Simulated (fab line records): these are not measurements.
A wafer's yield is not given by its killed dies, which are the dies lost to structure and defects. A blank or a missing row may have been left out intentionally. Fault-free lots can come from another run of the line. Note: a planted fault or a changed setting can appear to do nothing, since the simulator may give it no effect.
fab line records -- flow nandHarc -- part 1 of 2: steps 1 to 4 of 6
record lots=18, wafers=54, lastDay=33
route steps=1302 shown P_ZERO_WELL@16 P_STI@89 P_CONTACT@235
lots that met no fault: taken from a fault-free run of the same line
startH: the number of hours between the record's first day and the start of the first shown wafer of the lot -- waitH: hours since the lot's step before -- " as in the row above -- L1.1+2: several wafers, shown together as one row -- - value missing, or start not given -- * or withheld: withheld -- < > ~ a bound
route shown NAME@n: a module of which the file shows steps, and the number in the route of the first -- usual: average and standard deviation across the fault-free wafers -- same: alike in all rows -- chamber/n: place in a boat -- sites: the reading at each site -- _std_site: the values' standard deviation -- _edge_site: the outer-site mean with the inner-site mean subtracted -- radiusMm: how far each site lies from the wafer's centre -- mask NAME#n: copy n -- behind: the tool/chamber that last shaped the wafer -- hold: cause of the lot's hold/its duration in hours/its outcome -- device: transistor that didn't switch, given as n, p or np -- end of line: the tests these same wafers got at the end of their route -- where a step has no rows: the recipe by itself -- killed: dies that structure and defects cost at the first sort, which is not the same as the wafer's yield -- map: a wafer's dies, marking killed ones x, the rest . and places with no die _
set.NAME: setting as actually run; set.NAME@STEP: the setting as run at that earlier step -- model.NAME: the simulator's own value behind a step, which no gauge read
a sample of lots followed through the steps of the route, with each step as a table and each wafer as a row
services: from which hour (startH, from the record's first day; less than 0 if before it) a tool's chamber was out of use, for how many hours, and why
## steps
# step NHARC_P_ZERO_WELL_DESCUM_13
# recipe timeS=3, o2FlowSccm=200, arFlowSccm=0, biasPowerW=0, chemistry=O2
# usual chamberPressureMTorr=60.00/0.056, drypumpMotorCurrentA=5.6/0.56, oesProductAu=1.000/0.0082, rfVppV=57.9/0.88, showerheadPlenumPTorr=1.92/0.08, throttleValvePct=11.312/0.0089
lot.wafer,tool,chamber,startH,waitH,chamberPressureMTorr,drypumpMotorCurrentA,oesProductAu,rfHoursCounterH,rfVppV,showerheadPlenumPTorr,throttleValvePct
L075.2,rieDiel-09,2,31.39,-,59.99,5.8,0.992,19,59.2,1.98,11.314
L075.3,rieDiel-09,0,31.39,-,59.88,5.2,0.984,18,58.4,1.94,11.321
L075.4,rieDiel-09,2,31.39,-,59.98,5.8,0.994,-,57.3,1.98,11.302
L076.2,rieDiel-09,1,41.39,-,59.97,5.5,0.997,19,57.2,1.80,11.302
L076.3,rieDiel-09,2,41.39,-,59.96,5.7,0.986,22,58.9,1.98,11.316
L076.1,rieDiel-09,0,41.39,-,59.91,5.2,0.993,20,59.3,1.94,11.304
L078.2,rieDiel-13,2,61.39,-,59.97,5.7,1.003,22,58.7,1.86,11.302
L078.3,rieDiel-13,1,61.39,-,60.01,5.2,1.004,21,57.9,1.93,11.314
L078.5,rieDiel-13,2,61.39,-,60.00,5.7,1.010,-,57.0,1.86,11.310
L079.2,rieDiel-13,0,71.28,-,60.08,6.5,1.000,24,57.8,1.85,11.317
L079.3,rieDiel-13,1,71.28,-,60.01,5.2,1.000,23,58.8,1.93,11.306
L079.5,rieDiel-13,0,71.28,-,59.99,6.5,1.015,-,58.8,1.85,11.314
L080.1,rieDiel-13,3,81.41,-,59.93,5.0,1.006,24,58.5,2.03,11.301
L080.2,rieDiel-13,0,81.41,-,59.86,6.5,1.004,26,57.6,1.85,11.315
L080.5,rieDiel-13,1,81.41,-,59.96,5.2,1.006,-,58.8,1.93,11.307
L082.4,rieDiel-13,2,101.42,-,59.99,5.7,0.994,35,57.2,1.85,11.320
L082.1,rieDiel-13,0,101.42,-,59.91,6.5,1.006,37,57.7,1.85,11.297
L082.6,rieDiel-13,3,101.42,-,59.99,5.0,0.992,-,58.4,2.02,11.320
L085.2,rieDiel-12,1,131.61,-,60.03,4.8,1.013,9,57.3,1.92,11.313
L085.6,rieDiel-12,0,131.61,-,59.98,5.0,1.018,-,58.5,1.79,11.309
L085.5,rieDiel-12,1,131.61,-,59.97,4.8,1.013,-,58.8,1.92,11.310
L086.4,rieDiel-12,3,141.58,-,60.10,6.3,1.001,12,58.5,2.05,11.313
L086.2,rieDiel-12,0,141.58,-,60.01,5.0,0.999,12,56.2,1.79,11.316
L086.5,rieDiel-12,2,141.58,-,59.93,6.4,0.999,-,57.9,1.85,11.316
L087.4,rieDiel-13,2,151.37,-,60.04,5.8,1.008,51,58.2,1.85,11.304
L087.2,rieDiel-13,0,151.37,-,59.86,6.4,1.012,54,55.8,1.84,11.316
L087.3,rieDiel-13,1,151.37,-,60.11,5.2,1.008,51,58.0,1.92,11.310
L088.4,rieDiel-09,2,161.32,-,60.03,5.8,0.993,1,57.0,1.97,11.306
L088.3,rieDiel-09,0,161.32,-,59.96,5.2,0.994,2,58.0,1.92,11.320
L088.6,rieDiel-09,2,161.32,-,60.00,5.7,0.989,-,56.9,1.97,11.318
L089.3,rieDiel-09,3,171.27,-,60.06,6.5,1.007,4,59.2,2.01,11.310
L089.1,rieDiel-09,1,171.27,-,60.09,5.5,0.996,4,56.9,1.79,11.294
L089.4,rieDiel-09,2,171.27,-,59.99,5.8,0.993,4,58.5,1.97,11.309
L090.4,rieDiel-13,3,181.30,-,59.97,5.0,0.996,4,58.5,2.01,11.324
L090.6,rieDiel-13,0,181.30,-,60.03,6.4,1.001,-,56.5,1.84,11.304
L090.5,rieDiel-13,1,181.30,-,60.06,5.2,0.996,-,57.1,1.92,11.306
L091.3,rieDiel-09,2,191.41,-,59.95,5.8,0.988,13,58.0,1.96,11.307
L091.1,rieDiel-09,0,191.41,-,60.09,5.2,0.985,14,57.5,1.92,11.305
L091.4,rieDiel-09,1,191.41,-,59.95,5.5,1.001,16,58.1,1.79,11.312
L093.1,rieDiel-13,0,211.42,-,59.97,6.4,1.008,12,59.4,1.84,11.307
L093.6,rieDiel-13,2,211.42,-,60.06,5.7,1.005,-,57.6,1.84,11.327
L093.5,rieDiel-13,3,211.42,-,59.99,5.0,1.008,-,58.3,2.01,11.309
L094.2,rieDiel-09,0,222.37,-,60.07,5.2,0.987,20,58.1,1.92,11.319
L094.5,rieDiel-09,2,222.37,-,60.05,5.7,0.988,-,56.6,1.96,11.318
L094.6,rieDiel-09,3,222.37,-,59.98,6.5,1.006,-,58.8,2.01,11.302
L095.1,rieDiel-13,0,231.29,-,59.96,6.4,1.004,18,56.3,1.83,11.303
L095.4,rieDiel-13,2,231.29,-,59.98,5.7,0.996,21,58.1,1.84,11.323
L095.5,rieDiel-13,3,231.29,-,60.04,5.0,1.000,-,59.0,2.01,11.302
L096.1,rieDiel-09,3,241.40,-,59.96,6.5,1.005,23,59.5,2.00,11.322
L096.6,rieDiel-09,3,241.40,-,59.97,6.5,1.001,-,57.0,2.00,11.306
L096.5,rieDiel-09,0,241.40,-,59.94,5.2,0.974,-,56.7,1.92,11.319
L097.1,rieDiel-13,1,251.44,-,59.96,5.2,0.998,26,57.7,1.91,11.306
L097.2,rieDiel-13,2,251.44,-,60.08,5.8,1.000,26,59.4,1.84,11.329
L097.6,rieDiel-13,1,251.44,-,59.99,5.2,0.998,-,58.7,1.91,11.300
# step NHARC_P_ZERO_WELL_ETCH_62
# recipe targetDepthA=130, timeS=6.5, chf3FlowSccm=50, arFlowSccm=200, rfW=500, biasW=200, chemistry=CHF3/Ar
# usual chamberPressureMTorr=25.000/0.021, drypumpMotorCurrentA=5.6/0.56, oesProductAu=0.960/0.016, rfFwdPowerW=488.4/1.8, rfVppV=370.5/2.4, showerheadPlenumPTorr=2.34/0.096, throttleValvePct=20.216/0.01
lot.wafer,tool,chamber,startH,waitH,chamberPressureMTorr,drypumpMotorCurrentA,oesProductAu,rfFwdPowerW,rfHoursCounterH,rfVppV,showerheadPlenumPTorr,throttleValvePct
L075.2,rieDiel-09,0,-,-,25.014,5.2,0.945,488.6,18,371.3,2.37,20.227
L075.3,rieDiel-09,1,-,-,24.987,5.5,0.961,486.8,17,367.9,2.22,20.207
L075.4,rieDiel-09,1,-,-,24.983,5.5,0.973,485.6,-,368.4,2.22,20.207
L076.2,rieDiel-09,2,-,-,24.975,5.7,0.949,489.3,22,372.6,2.42,20.226
L076.1,rieDiel-09,0,-,-,24.999,5.2,0.936,485.9,20,370.2,2.37,20.219
L076.3,rieDiel-09,1,-,-,25.056,5.5,0.961,489.5,19,366.2,2.21,20.216
L078.2,rieDiel-13,0,-,-,24.973,6.4,0.981,488.3,22,369.4,2.27,20.200
L078.3,rieDiel-13,1,-,-,25.019,5.2,0.975,487.9,21,372.4,2.36,20.222
L078.5,rieDiel-13,2,-,-,25.012,5.8,0.966,489.7,-,368.1,2.28,20.197
L079.2,rieDiel-13,3,-,-,24.983,5.0,0.934,488.3,23,373.5,2.48,20.224
L079.3,rieDiel-13,2,-,-,25.007,5.7,0.937,488.6,24,368.7,2.28,20.233
L079.5,rieDiel-13,0,-,-,24.947,6.5,0.917,491.6,-,368.6,2.27,20.220
L080.1,rieDiel-13,0,-,-,24.985,6.4,0.988,487.8,26,368.4,2.27,20.229
L080.2,rieDiel-13,1,-,-,25.028,5.2,0.961,489.3,24,371.0,2.36,20.216
L080.5,rieDiel-13,3,-,-,25.044,5.0,0.973,485.5,-,373.3,2.48,20.203
L082.1,rieDiel-13,2,-,-,25.009,5.8,0.960,486.7,35,370.3,2.28,20.226
L082.4,rieDiel-13,3,-,-,25.048,5.0,0.951,485.6,36,373.7,2.47,20.216
L082.6,rieDiel-13,2,-,-,24.993,5.8,0.955,487.4,-,369.4,2.28,20.225
L085.2,rieDiel-12,1,-,-,25.015,4.8,0.950,487.4,9,371.3,2.35,20.208
L085.6,rieDiel-12,0,-,-,24.997,5.0,0.938,487.5,-,366.8,2.20,20.211
L085.5,rieDiel-12,1,-,-,25.016,4.8,0.948,486.5,-,370.6,2.35,20.217
L086.2,rieDiel-12,2,-,-,25.002,6.5,0.937,487.1,13,370.0,2.27,20.194
L086.4,rieDiel-12,3,-,-,25.067,6.3,0.954,488.1,12,373.3,2.51,20.228
L086.5,rieDiel-12,2,-,-,24.980,6.5,0.943,485.8,-,367.2,2.27,20.226
L087.4,rieDiel-13,0,-,-,24.976,6.4,0.937,487.8,54,367.3,2.26,20.233
L087.2,rieDiel-13,1,-,-,25.008,5.2,0.944,491.8,51,370.5,2.35,20.222
L087.3,rieDiel-13,2,-,-,24.993,5.8,0.942,488.1,51,367.5,2.27,20.218
L088.4,rieDiel-09,3,-,-,25.001,6.5,0.975,485.8,2,374.1,2.46,20.226
L088.3,rieDiel-09,1,-,-,25.002,5.5,0.958,488.4,1,367.6,2.20,20.200
L088.6,rieDiel-09,0,-,-,25.017,5.2,0.969,489.8,-,370.4,2.36,20.206
L089.3,rieDiel-09,1,-,-,25.024,5.5,0.962,488.5,4,367.9,2.20,20.207
L089.1,rieDiel-09,2,-,-,25.009,5.7,0.946,490.9,4,372.3,2.41,20.205
L089.4,rieDiel-09,3,-,-,25.033,6.5,0.949,488.1,4,374.0,2.46,20.220
L090.4,rieDiel-13,0,-,-,24.974,6.5,0.974,489.3,4,367.9,2.25,20.218
L090.5,rieDiel-13,0,-,-,24.983,6.4,0.969,488.5,-,367.0,2.25,20.226
L090.6,rieDiel-13,1,-,-,25.028,5.2,0.966,488.6,-,369.5,2.35,20.209
L091.4,rieDiel-09,0,-,-,25.042,5.2,0.985,487.6,14,370.4,2.35,20.219
L091.1,rieDiel-09,2,-,-,24.997,5.8,0.957,490.4,13,372.6,2.40,20.227
L091.3,rieDiel-09,3,-,-,25.028,6.4,0.959,489.3,12,372.2,2.46,20.216
L093.1,rieDiel-13,3,-,-,24.982,5.0,0.960,490.3,12,373.0,2.46,20.223
L093.6,rieDiel-13,0,-,-,25.005,6.4,0.986,490.8,-,368.2,2.25,20.210
L093.5,rieDiel-13,1,-,-,24.998,5.2,0.981,486.9,-,370.8,2.34,20.204
L094.2,rieDiel-09,1,-,-,24.998,5.5,0.957,487.8,23,367.9,2.19,20.210
L094.5,rieDiel-09,1,-,-,25.016,5.5,0.954,487.9,-,366.7,2.19,20.233
L094.6,rieDiel-09,2,-,-,24.983,5.7,0.935,490.0,-,371.9,2.40,20.198
L095.4,rieDiel-13,3,-,-,24.997,5.0,0.964,487.6,18,373.4,2.46,20.226
L095.1,rieDiel-13,1,-,-,24.977,5.2,0.987,489.6,21,372.7,2.34,20.219
L095.5,rieDiel-13,2,-,-,24.998,5.7,0.980,487.1,-,369.3,2.26,20.224
L096.1,rieDiel-09,3,-,-,25.005,6.6,0.972,486.3,23,372.9,2.45,20.207
L096.5,rieDiel-09,0,-,-,24.998,5.2,0.955,490.2,-,370.9,2.35,20.206
L096.6,rieDiel-09,1,-,-,24.972,5.5,0.989,488.1,-,366.9,2.19,20.225
L097.2,rieDiel-13,1,-,-,25.002,5.2,0.938,489.1,26,370.5,2.34,20.226
L097.1,rieDiel-13,2,-,-,24.973,5.8,0.948,487.9,26,368.9,2.26,20.213
L097.6,rieDiel-13,3,-,-,25.008,5.0,0.956,488.3,-,373.0,2.45,20.191
# step NHARC_P_ZERO_WELL_CD_MEAS_37
# recipe targetCdNm=720, landingEnergyEv=500
# usual cdNm=720.1/1.3
lot.wafer,tool,chamber,startH,waitH,cdNm
L075.2,cdSem-03,0,34.18,-,719.1
L075.3,cdSem-03,0,34.18,-,719.8
L075.4,cdSem-03,0,34.18,-,719.4
L076.1,cdSem-02,0,44.30,-,720.2
L076.2,cdSem-02,0,44.30,-,721.5
L076.3,cdSem-02,0,44.30,-,722.6
L078.2,cdSem-03,0,64.27,-,721.6
L078.3,cdSem-03,0,64.27,-,718.7
L078.5,cdSem-03,0,64.27,-,721.7
L079.2,cdSem-02,0,74.27,-,720.3
L079.3,cdSem-02,0,74.27,-,720.0
L079.5,cdSem-02,0,74.27,-,720.0
L080.1,cdSem-02,0,84.21,-,719.7
L080.2,cdSem-02,0,84.21,-,721.9
L080.5,cdSem-02,0,84.21,-,720.7
L082.1,cdSem-01,0,104.14,-,719.3
L082.4,cdSem-01,0,104.14,-,720.1
L082.6,cdSem-01,0,104.14,-,719.4
L085.2,cdSem-02,0,134.31,-,720.2
L085.5,cdSem-02,0,134.31,-,719.6
L085.6,cdSem-02,0,134.31,-,717.7
L086.2,cdSem-02,0,144.27,-,719.0
L086.4,cdSem-02,0,144.27,-,720.4
L086.5,cdSem-02,0,144.27,-,720.0
L087.2,cdSem-01,0,154.10,-,720.0
L087.3,cdSem-01,0,154.10,-,721.2
L087.4,cdSem-01,0,154.10,-,720.1
L088.3,cdSem-01,0,164.06,-,722.3
L088.4,cdSem-01,0,164.06,-,722.8
L088.6,cdSem-01,0,164.06,-,720.7
L089.1,cdSem-01,0,174.17,-,720.8
L089.3,cdSem-01,0,174.17,-,720.7
L089.4,cdSem-01,0,174.17,-,721.5
L090.4,cdSem-03,0,184.00,-,719.7
L090.5,cdSem-03,0,184.00,-,718.9
L090.6,cdSem-03,0,184.00,-,717.9
L091.1,cdSem-02,0,194.12,-,719.2
L091.3,cdSem-02,0,194.12,-,719.1
L091.4,cdSem-02,0,194.12,-,718.2
L093.1,cdSem-01,0,214.11,-,717.3
L093.5,cdSem-01,0,214.11,-,719.2
L093.6,cdSem-01,0,214.11,-,719.3
L094.2,cdSem-03,0,225.05,-,721.2
L094.5,cdSem-03,0,225.05,-,722.0
L094.6,cdSem-03,0,225.05,-,721.1
L095.1,cdSem-03,0,233.99,-,721.2
L095.4,cdSem-03,0,233.99,-,722.1
L095.5,cdSem-03,0,233.99,-,720.7
L096.1,cdSem-01,0,244.09,-,719.3
L096.5,cdSem-01,0,244.09,-,718.9
L096.6,cdSem-01,0,244.09,-,720.1
L097.1,cdSem-02,0,254.36,-,718.6
L097.2,cdSem-02,0,254.36,-,718.3
L097.6,cdSem-02,0,254.36,-,719.6
# step NHARC_P_STI_ETCH_31
# recipe targetDepthA=1089, timeS=54.5, cf4FlowSccm=100, chf3FlowSccm=30, arFlowSccm=0, rfW=500, biasW=200, chemistry=CF4/CHF3
# usual chamberPressureMTorr=24.999/0.022, drypumpMotorCurrentA=5.6/0.5, oesProductAu=0.958/0.018, rfFwdPowerW=494.8/2.5, rfVppV=371.0/2.7, showerheadPlenumPTorr=1.59/0.072, throttleValvePct=16.803/0.0095
lot.wafer,tool,chamber,startH,waitH,chamberPressureMTorr,drypumpMotorCurrentA,oesProductAu,rfFwdPowerW,rfHoursCounterH,rfVppV,showerheadPlenumPTorr,throttleValvePct
L075.2,rieDiel-06,3,-,-,25.008,5.8,0.968,492.4,9,369.1,1.53,16.818
L075.4,rieDiel-06,0,-,-,25.036,5.3,0.985,496.6,7,370.8,1.59,16.811
L075.3,rieDiel-06,1,-,-,24.989,5.6,0.969,498.8,8,371.6,1.62,16.797
L076.3,rieDiel-06,0,-,-,25.000,5.3,0.964,496.8,8,371.4,1.59,16.803
L076.2,rieDiel-06,2,-,-,25.024,5.0,0.979,496.9,10,373.9,1.67,16.815
L076.1,rieDiel-06,3,-,-,25.004,5.7,0.982,491.1,11,368.8,1.53,16.808
L078.2,rieDiel-06,2,-,-,25.005,5.0,0.958,494.0,10,373.7,1.67,16.814
L078.3,rieDiel-06,3,-,-,25.015,5.8,0.952,494.2,11,368.9,1.53,16.809
L078.5,rieDiel-06,2,-,-,25.006,5.0,0.952,495.4,-,373.2,1.67,16.792
L079.3,rieDiel-11,2,-,-,25.020,6.5,0.958,492.1,1,367.3,1.47,16.804
L079.2,rieDiel-11,0,-,-,25.031,5.7,0.966,490.0,1,370.6,1.54,16.803
L079.5,rieDiel-11,1,-,-,24.986,5.7,0.954,496.0,-,370.9,1.58,16.806
L080.2,rieDiel-08,3,-,-,25.010,5.7,0.962,494.6,4,375.8,1.68,16.779
L080.1,rieDiel-08,0,-,-,25.009,4.6,0.947,494.2,3,367.2,1.48,16.797
L080.5,rieDiel-08,3,-,-,24.988,5.7,0.954,495.3,-,374.5,1.68,16.799
L082.4,rieDiel-06,3,-,-,25.007,5.7,0.974,493.8,14,369.8,1.53,16.784
L082.1,rieDiel-06,1,-,-,24.997,5.6,0.958,498.2,12,372.0,1.62,16.791
L082.6,rieDiel-06,0,-,-,25.034,5.3,0.963,498.5,-,370.4,1.59,16.801
L085.2,rieDiel-11,1,-,-,25.012,5.7,0.978,495.4,5,369.8,1.58,16.805
L085.6,rieDiel-11,1,-,-,24.971,5.7,0.975,499.1,-,368.4,1.58,16.809
L085.5,rieDiel-11,2,-,-,24.965,6.6,0.961,494.1,-,367.5,1.47,16.818
L086.2,rieDiel-11,2,-,-,25.030,6.6,0.954,495.2,4,366.3,1.47,16.790
L086.4,rieDiel-11,3,-,-,25.025,5.3,0.954,493.4,3,372.1,1.66,16.791
L086.5,rieDiel-11,3,-,-,25.014,5.3,0.943,493.0,-,374.3,1.66,16.807
L087.4,rieDiel-06,3,-,-,24.982,5.8,0.970,494.8,4,369.3,1.53,16.793
L087.3,rieDiel-06,1,-,-,24.997,5.6,0.978,495.3,5,373.3,1.62,16.809
L087.2,rieDiel-06,2,-,-,24.984,5.0,0.983,493.4,4,373.3,1.67,16.779
L088.4,rieDiel-11,2,-,-,25.012,6.6,0.982,493.3,5,365.7,1.47,16.810
L088.3,rieDiel-11,0,-,-,25.020,5.7,0.965,487.9,5,369.6,1.54,16.815
L088.6,rieDiel-11,3,-,-,25.004,5.3,0.959,496.2,-,374.6,1.66,16.790
L089.3,rieDiel-06,2,-,-,24.974,5.0,0.959,495.2,7,372.5,1.66,16.794
L089.1,rieDiel-06,3,-,-,25.038,5.8,0.968,492.9,7,368.1,1.53,16.799
L089.4,rieDiel-06,0,-,-,25.042,5.3,0.976,495.2,7,370.4,1.58,16.810
L090.4,rieDiel-08,0,-,-,24.982,4.6,0.970,495.2,0,367.5,1.48,16.815
L090.6,rieDiel-08,0,-,-,25.040,4.6,0.977,496.4,-,365.8,1.48,16.797
L090.5,rieDiel-08,1,-,-,25.010,6.1,0.978,492.6,-,370.9,1.61,16.799
L091.1,rieDiel-06,0,-,-,24.992,5.3,0.912,495.8,9,371.9,1.58,16.797
L091.3,rieDiel-06,1,-,-,25.010,5.6,0.935,497.2,10,371.7,1.62,16.806
L091.4,rieDiel-06,1,-,-,24.993,5.6,0.925,496.3,-,372.2,1.62,16.809
L094.2,rieDiel-11,2,-,-,24.997,6.6,0.967,493.6,9,367.5,1.47,16.801
L094.6,rieDiel-11,3,-,-,25.003,5.3,0.980,497.9,-,372.6,1.66,16.804
L094.5,rieDiel-11,0,-,-,24.970,5.7,0.968,489.9,-,368.1,1.54,16.809
L093.1,rieDiel-08,1,-,-,25.008,6.1,0.978,491.0,1,372.0,1.61,16.796
L093.6,rieDiel-08,2,-,-,24.982,6.1,0.950,495.5,-,375.2,1.68,16.804
L093.5,rieDiel-08,3,-,-,24.978,5.7,0.957,497.5,-,373.9,1.68,16.807
L095.4,rieDiel-08,3,-,-,25.017,5.7,0.924,494.3,1,372.9,1.68,16.807
L095.1,rieDiel-08,2,-,-,24.983,6.1,0.923,496.6,1,376.1,1.68,16.798
L095.5,rieDiel-08,3,-,-,25.000,5.7,0.914,495.7,-,374.0,1.68,16.808
L096.1,rieDiel-11,1,-,-,25.000,5.7,0.965,496.0,0,371.1,1.58,16.811
L096.6,rieDiel-11,2,-,-,25.025,6.5,0.965,491.1,-,365.4,1.47,16.801
L096.5,rieDiel-11,3,-,-,24.961,5.2,0.969,495.7,-,372.6,1.66,16.811
L097.1,rieDiel-08,2,-,-,25.017,6.1,0.925,496.7,3,373.6,1.68,16.792
L097.2,rieDiel-08,1,-,-,24.962,6.1,0.914,493.1,3,372.9,1.61,16.799
L097.6,rieDiel-08,3,-,-,24.993,5.7,0.915,496.6,-,374.5,1.68,16.798
